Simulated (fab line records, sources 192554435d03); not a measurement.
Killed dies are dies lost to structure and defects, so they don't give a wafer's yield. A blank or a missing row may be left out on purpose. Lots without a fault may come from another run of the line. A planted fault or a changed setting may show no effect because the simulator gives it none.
Which tool did it? | flow n5_finfet | 24 lots, 72 wafers sampled, at 6 steps of a route of 1938

WHAT THE GAUGES READ, wafer by wafer
The record holds no reading of a measuring or inspecting step that can be judged against a usual standard deviation.

WHICH TOOL RAN EACH LOT (tool, then ch and the chambers of the sampled wafers, then the start)
lot  | N5_BEOL_M5_TRENCH_ETCH_37                     | N5_BEOL_M5_DEGAS_44          | N5_BEOL_M5_PRE_CLEAN_45      | N5_BEOL_M5_SURFACE_TREAT_87  | N5_BEOL_M5_ANNEAL_84         | N5_BEOL_M5_DEP_56
L074 | rie_diel-04 ch 1,3, day 9 14:11 or earlier    | pvd_sputter-03, day 9 14:11  | pvd_sputter-03, day 9 14:14  | pvd_sputter-02, day 9 15:14  | pvd_sputter-01, day 9 18:09  | pecvd-01 ch 0,1, day 9 21:25
L075 | rie_diel-04 ch 1,3, day 9 19:04 or earlier    | pvd_sputter-03, day 9 19:04  | pvd_sputter-03, day 9 19:06  | pvd_sputter-03, day 9 19:28  | pvd_sputter-02, day 9 21:57  | pecvd-03 ch 0,2, day 10 01:02
L076 | rie_diel-01 ch 0,1, day 9 21:07 or earlier    | pvd_sputter-01, day 9 21:07  | pvd_sputter-01, day 9 21:10  | pvd_sputter-01, day 9 21:36  | pvd_sputter-01, day 10 00:12 | pecvd-02 ch 0,1, day 10 03:44
L077 | rie_diel-01 ch 0,2,3, day 10 05:44 or earlier | pvd_sputter-02, day 10 05:44 | pvd_sputter-02, day 10 05:47 | pvd_sputter-02, day 10 06:08 | pvd_sputter-02, day 10 08:38 | pecvd-01 ch 0,1, day 10 11:43
L078 | rie_diel-03 ch 1,2,3, day 10 09:58 or earlier | pvd_sputter-01, day 10 09:58 | pvd_sputter-01, day 10 10:00 | pvd_sputter-02, day 10 10:48 | pvd_sputter-02, day 10 13:31 | pecvd-01 ch 0,1, day 10 17:09
L080 | rie_diel-01 ch 0,1,2, day 11 04:34 or earlier | pvd_sputter-02, day 11 04:34 | pvd_sputter-02, day 11 04:37 | pvd_sputter-02, day 11 05:01 | pvd_sputter-01, day 11 07:36 | pecvd-01 ch 0,1, day 11 10:43
L079 | rie_diel-03 ch 0,1, day 11 07:08 or earlier   | pvd_sputter-02, day 11 07:08 | pvd_sputter-02, day 11 07:10 | pvd_sputter-02, day 11 07:32 | pvd_sputter-02, day 11 10:02 | pecvd-01 ch 0,1, day 11 13:07
L081 | rie_diel-03 ch 0,1,3, day 11 08:00 or earlier | pvd_sputter-03, day 11 08:00 | pvd_sputter-03, day 11 08:02 | pvd_sputter-03, day 11 08:20 | pvd_sputter-03, day 11 11:02 | pecvd-02 ch 0,1,2, day 11 14:07
L082 | rie_diel-04 ch 1,2, day 11 12:34 or earlier   | pvd_sputter-02, day 11 12:34 | pvd_sputter-02, day 11 12:36 | pvd_sputter-01, day 11 12:55 | pvd_sputter-02, day 11 15:23 | pecvd-02 ch 1,2, day 11 18:28
L083 | rie_diel-04 ch 1,2,3, day 11 15:07 or earlier | pvd_sputter-03, day 11 15:07 | pvd_sputter-03, day 11 15:10 | pvd_sputter-03, day 11 15:31 | pvd_sputter-01, day 11 18:15 | pecvd-01 ch 0,1, day 11 21:20
L084 | rie_diel-01 ch 1,2,3, day 11 18:39 or earlier | pvd_sputter-02, day 11 18:39 | pvd_sputter-02, day 11 18:41 | pvd_sputter-02, day 11 19:04 | pvd_sputter-02, day 11 22:04 | pecvd-02 ch 0,2, day 12 01:40
L087 | rie_diel-03 ch 1,2, day 12 07:41 or earlier   | pvd_sputter-02, day 12 07:41 | pvd_sputter-02, day 12 07:44 | pvd_sputter-03, day 12 08:10 | pvd_sputter-03, day 12 10:53 | pecvd-02 ch 1,2, day 12 13:59
L085 | rie_diel-01 ch 0,1,3, day 12 17:31 or earlier | pvd_sputter-01, day 12 17:31 | pvd_sputter-01, day 12 17:34 | pvd_sputter-02, day 12 19:04 | pvd_sputter-02, day 12 21:32 | pecvd-02 ch 0,1,2, day 13 00:37
L086 | rie_diel-01 ch 2,3, day 12 23:10 or earlier   | pvd_sputter-03, day 12 23:10 | pvd_sputter-03, day 12 23:13 | pvd_sputter-01, day 12 23:34 | pvd_sputter-01, day 13 02:10 | pecvd-02 ch 1,2, day 13 05:16
L089 | rie_diel-03 ch 0,1,2, day 13 03:46 or earlier | pvd_sputter-03, day 13 03:46 | pvd_sputter-03, day 13 03:49 | pvd_sputter-01, day 13 04:21 | pvd_sputter-01, day 13 07:05 | pecvd-02 ch 0,1, day 13 10:11
L088 | rie_diel-04 ch 0,1, day 13 05:07 or earlier   | pvd_sputter-02, day 13 05:07 | pvd_sputter-02, day 13 05:10 | pvd_sputter-02, day 13 05:28 | pvd_sputter-02, day 13 08:00 | pecvd-03 ch 0,1,2, day 13 12:41
L091 | rie_diel-03 ch 0,3, day 13 09:39 or earlier   | pvd_sputter-01, day 13 09:39 | pvd_sputter-01, day 13 09:41 | pvd_sputter-02, day 13 10:13 | pvd_sputter-02, day 13 13:10 | pecvd-03 ch 1,2, day 13 16:22
L092 | rie_diel-04 ch 0,1, day 13 12:26 or earlier   | pvd_sputter-01, day 13 12:26 | pvd_sputter-01, day 13 12:28 | pvd_sputter-03, day 13 12:56 | pvd_sputter-01, day 13 15:25 | pecvd-03 ch 0,2, day 13 18:41
L090 | rie_diel-03 ch 0,1,2, day 13 23:45 or earlier | pvd_sputter-01, day 13 23:45 | pvd_sputter-01, day 13 23:47 | pvd_sputter-02, day 14 00:14 | pvd_sputter-02, day 14 02:44 | pecvd-01 ch 0,2, day 14 06:07
L093 | rie_diel-03 ch 0,1,2, day 14 12:40 or earlier | pvd_sputter-02, day 14 12:40 | pvd_sputter-02, day 14 12:43 | pvd_sputter-01, day 14 13:22 | pvd_sputter-02, day 14 16:03 | pecvd-01 ch 0,1,2, day 14 19:20
L095 | rie_diel-03 ch 0,2,3, day 14 12:59 or earlier | pvd_sputter-03, day 14 12:59 | pvd_sputter-03, day 14 13:02 | pvd_sputter-01, day 14 13:31 | pvd_sputter-03, day 14 16:13 | pecvd-01 ch 0,2, day 14 19:36
L094 | rie_diel-04 ch 1,3, day 14 22:16 or earlier   | pvd_sputter-03, day 14 22:16 | pvd_sputter-03, day 14 22:18 | pvd_sputter-02, day 14 22:39 | pvd_sputter-01, day 15 01:08 | pecvd-02 ch 0,2, day 15 04:33
L096 | rie_diel-03 ch 0,1,3, day 15 13:38 or earlier | pvd_sputter-01, day 15 13:38 | pvd_sputter-01, day 15 13:40 | pvd_sputter-01, day 15 14:03 | pvd_sputter-03, day 15 17:42 | pecvd-01 ch 0,1, day 15 20:51
L097 | rie_diel-04 ch 1,2,3, day 15 17:17 or earlier | pvd_sputter-01, day 15 17:17 | pvd_sputter-01, day 15 17:20 | pvd_sputter-02, day 15 17:38 | pvd_sputter-01, day 15 20:07 | pecvd-03 ch 0,1,2, day 15 23:13
- N5_BEOL_M5_TRENCH_ETCH_37: etches SiCOH lowk in C4F6/O2, target depth 71.652 nm, time 24.7 s.
- N5_BEOL_M5_DEGAS_44: time 60 s.
- N5_BEOL_M5_PRE_CLEAN_45: time 30 s.
- N5_BEOL_M5_SURFACE_TREAT_87
- N5_BEOL_M5_ANNEAL_84: time 1800 s.
- N5_BEOL_M5_DEP_56: deposits SiCN from 3MS/NH3, target thk 8 nm, time 14 s.

WHAT THE TOOLS THEMSELVES READ (means of the sampled wafers that have a number; where no wafer has one, the mark that the record gives instead)
N5_BEOL_M5_TRENCH_ETCH_37. Usual: drypump_motor_current_A 5.8 A, standard deviation 0.55; oes_product_au 0.75 a.u., standard deviation 0.073; rf_vpp_V 669 V, standard deviation 9.9; showerhead_plenum_p_Torr 2.85 Torr, standard deviation 0.088; throttle_valve_pct 21.07 %, standard deviation 0.26.
lot  | tool        | drypump_motor_current_A (A) | oes_product_au (a.u.) | rf_vpp_V (V) | showerhead_plenum_p_Torr (Torr) | throttle_valve_pct (%) | flag
L074 | rie_diel-04 | 6.0                         | 0.75                  | 676          | 2.81                            | 21.16                  |
L075 | rie_diel-04 | 6.0                         | 0.75                  | 676          | 2.80                            | 21.17                  |
L076 | rie_diel-01 | 6.3                         | 0.78                  | 674          | 2.75                            | 20.92                  |
L077 | rie_diel-01 | 6.0                         | 0.80                  | 665          | 2.90                            | 20.80                  |
L078 | rie_diel-03 | 5.7                         | 0.77                  | 672          | 2.89                            | 21.09                  |
L080 | rie_diel-01 | 6.0                         | 0.77                  | 666          | 2.83                            | 20.93                  |
L079 | rie_diel-03 | 5.4                         | 0.71                  | 665          | 2.88                            | 21.26                  |
L081 | rie_diel-03 | 5.8                         | 0.76                  | 669          | 2.85                            | 21.09                  |
L082 | rie_diel-04 | 5.8                         | 0.82                  | 667          | 2.76                            | 21.09                  |
L083 | rie_diel-04 | 5.8                         | 0.80                  | 670          | 2.79                            | 21.06                  |
L084 | rie_diel-01 | 6.1                         | 0.72                  | 662          | 2.87                            | 21.04                  |
L087 | rie_diel-03 | 5.2                         | 0.72                  | 673          | 2.94                            | 21.28                  |
L085 | rie_diel-01 | 6.2                         | 0.77                  | 672          | 2.82                            | 20.81                  |
L086 | rie_diel-01 | 6.0                         | 0.73                  | 660          | 2.94                            | 20.90                  |
L089 | rie_diel-03 | 5.3                         | 0.70                  | 669          | 2.91                            | 21.28                  |
L088 | rie_diel-04 | 6.0                         | 0.70                  | 675          | 2.87                            | 21.04                  |
L091 | rie_diel-03 | 5.4                         | 0.74                  | 659          | 2.82                            | 21.22                  |
L092 | rie_diel-04 | 6.0                         | 0.70                  | 675          | 2.87                            | 21.04                  |
L090 | rie_diel-03 | 5.3                         | 0.70                  | 668          | 2.91                            | 21.30                  |
L093 | rie_diel-03 | 5.3                         | 0.70                  | 669          | 2.90                            | 21.30                  |
L095 | rie_diel-03 | 5.4                         | 0.74                  | 663          | 2.85                            | 21.21                  |
L094 | rie_diel-04 | 6.0                         | 0.73                  | 672          | 2.75                            | 21.25                  |
L096 | rie_diel-03 | 5.8                         | 0.73                  | 668          | 2.84                            | 21.14                  |
L097 | rie_diel-04 | 5.7                         | 0.76                  | 670          | 2.77                            | 21.12                  |

N5_BEOL_M5_DEGAS_44. Usual: heater_power_w 341 W, standard deviation 37.
lot  | tool           | heater_power_w (W) | flag
L074 | pvd_sputter-03 | 330                |
L075 | pvd_sputter-03 | 330                |
L076 | pvd_sputter-01 | 380                |
L077 | pvd_sputter-02 | 331                |
L078 | pvd_sputter-01 | 360                |
L080 | pvd_sputter-02 | 351                |
L079 | pvd_sputter-02 | 346                |
L081 | pvd_sputter-03 | 322                |
L082 | pvd_sputter-02 | 329                |
L083 | pvd_sputter-03 | 323                |
L084 | pvd_sputter-02 | 313                |
L087 | pvd_sputter-02 | 319                |
L085 | pvd_sputter-01 | 368                |
L086 | pvd_sputter-03 | 321                |
L089 | pvd_sputter-03 | 327                |
L088 | pvd_sputter-02 | 329                |
L091 | pvd_sputter-01 | 359                |
L092 | pvd_sputter-01 | 364                |
L090 | pvd_sputter-01 | 336                |
L093 | pvd_sputter-02 | 350                |
L095 | pvd_sputter-03 | 330                |
L094 | pvd_sputter-03 | 332                |
L096 | pvd_sputter-01 | 353                |
L097 | pvd_sputter-01 | 378                |

N5_BEOL_M5_PRE_CLEAN_45. Usual: heater_power_w 342 W, standard deviation 37.
lot  | tool           | heater_power_w (W) | flag
L074 | pvd_sputter-03 | 332                |
L075 | pvd_sputter-03 | 330                |
L076 | pvd_sputter-01 | 376                |
L077 | pvd_sputter-02 | 338                |
L078 | pvd_sputter-01 | 350                |
L080 | pvd_sputter-02 | 352                |
L079 | pvd_sputter-02 | 352                |
L081 | pvd_sputter-03 | 326                |
L082 | pvd_sputter-02 | 331                |
L083 | pvd_sputter-03 | 328                |
L084 | pvd_sputter-02 | 313                |
L087 | pvd_sputter-02 | 323                |
L085 | pvd_sputter-01 | 370                |
L086 | pvd_sputter-03 | 321                |
L089 | pvd_sputter-03 | 323                |
L088 | pvd_sputter-02 | 321                |
L091 | pvd_sputter-01 | 358                |
L092 | pvd_sputter-01 | 356                |
L090 | pvd_sputter-01 | 345                |
L093 | pvd_sputter-02 | 346                |
L095 | pvd_sputter-03 | 337                |
L094 | pvd_sputter-03 | 338                |
L096 | pvd_sputter-01 | 353                |
L097 | pvd_sputter-01 | 385                |

N5_BEOL_M5_ANNEAL_84. Usual: heater_power_w 860 W, standard deviation 110.
lot  | tool           | heater_power_w (W) | flag
L074 | pvd_sputter-01 | 911                |
L075 | pvd_sputter-02 | 879                |
L076 | pvd_sputter-01 | 845                |
L077 | pvd_sputter-02 | 832                |
L078 | pvd_sputter-02 | 866                |
L080 | pvd_sputter-01 | 890                |
L079 | pvd_sputter-02 | 799                |
L081 | pvd_sputter-03 | 825                |
L082 | pvd_sputter-02 | 867                |
L083 | pvd_sputter-01 | 893                |
L084 | pvd_sputter-02 | 930                |
L087 | pvd_sputter-03 | 806                |
L085 | pvd_sputter-02 | 908                |
L086 | pvd_sputter-01 | 881                |
L089 | pvd_sputter-01 | 933                |
L088 | pvd_sputter-02 | 944                |
L091 | pvd_sputter-02 | 971                |
L092 | pvd_sputter-01 | 894                |
L090 | pvd_sputter-02 | 762                |
L093 | pvd_sputter-02 | 934                |
L095 | pvd_sputter-03 | 807                |
L094 | pvd_sputter-01 | 966                |
L096 | pvd_sputter-03 | 795                |
L097 | pvd_sputter-01 | 878                |

N5_BEOL_M5_DEP_56. Usual: showerhead_plenum_p_Torr 3.665 Torr, standard deviation 0.011; throttle_valve_pct 9.3 %, standard deviation 0.41.
lot  | tool     | showerhead_plenum_p_Torr (Torr) | throttle_valve_pct (%) | flag
L074 | pecvd-01 | 3.675                           | 9.3                    |
L075 | pecvd-03 | 3.662                           | 9.1                    |
L076 | pecvd-02 | 3.663                           | 9.1                    |
L077 | pecvd-01 | 3.675                           | 9.2                    |
L078 | pecvd-01 | 3.684                           | 9.3                    |
L080 | pecvd-01 | 3.672                           | 9.4                    |
L079 | pecvd-01 | 3.677                           | 9.3                    |
L081 | pecvd-02 | 3.662                           | 9.1                    |
L082 | pecvd-02 | 3.666                           | 8.7                    |
L083 | pecvd-01 | 3.669                           | 9.4                    |
L084 | pecvd-02 | 3.657                           | 8.9                    |
L087 | pecvd-02 | 3.661                           | 8.8                    |
L085 | pecvd-02 | 3.664                           | 9.1                    |
L086 | pecvd-02 | 3.667                           | 8.9                    |
L089 | pecvd-02 | 3.660                           | 9.1                    |
L088 | pecvd-03 | 3.665                           | 9.4                    |
L091 | pecvd-03 | 3.668                           | 9.6                    |
L092 | pecvd-03 | 3.668                           | 9.3                    |
L090 | pecvd-01 | 3.650                           | 9.4                    |
L093 | pecvd-01 | 3.662                           | 9.4                    |
L095 | pecvd-01 | 3.646                           | 9.3                    |
L094 | pecvd-02 | 3.662                           | 8.9                    |
L096 | pecvd-01 | 3.678                           | 9.4                    |
L097 | pecvd-03 | 3.663                           | 9.5                    |

THE ANSWER, worked out from the rows above alone
Rule: a lot is off if the mean of its wafers that have a number lies more than 3 standard deviations from the usual mean. A lot without any number at a reading at which 4 lots or more have one is off too. The other lots that the step has rows for count as sound. The gauges are gone through in route order, then the tools' own readings, and for those a lot's mean is taken as printed above. The first step at which some lot is off is used, and at that step the reading that is off furthest; a lot without a number counts as furthest.
No lot is off at any reading shown: from this, nothing can be told.

WHAT THE SIMULATOR HAD PUT IN
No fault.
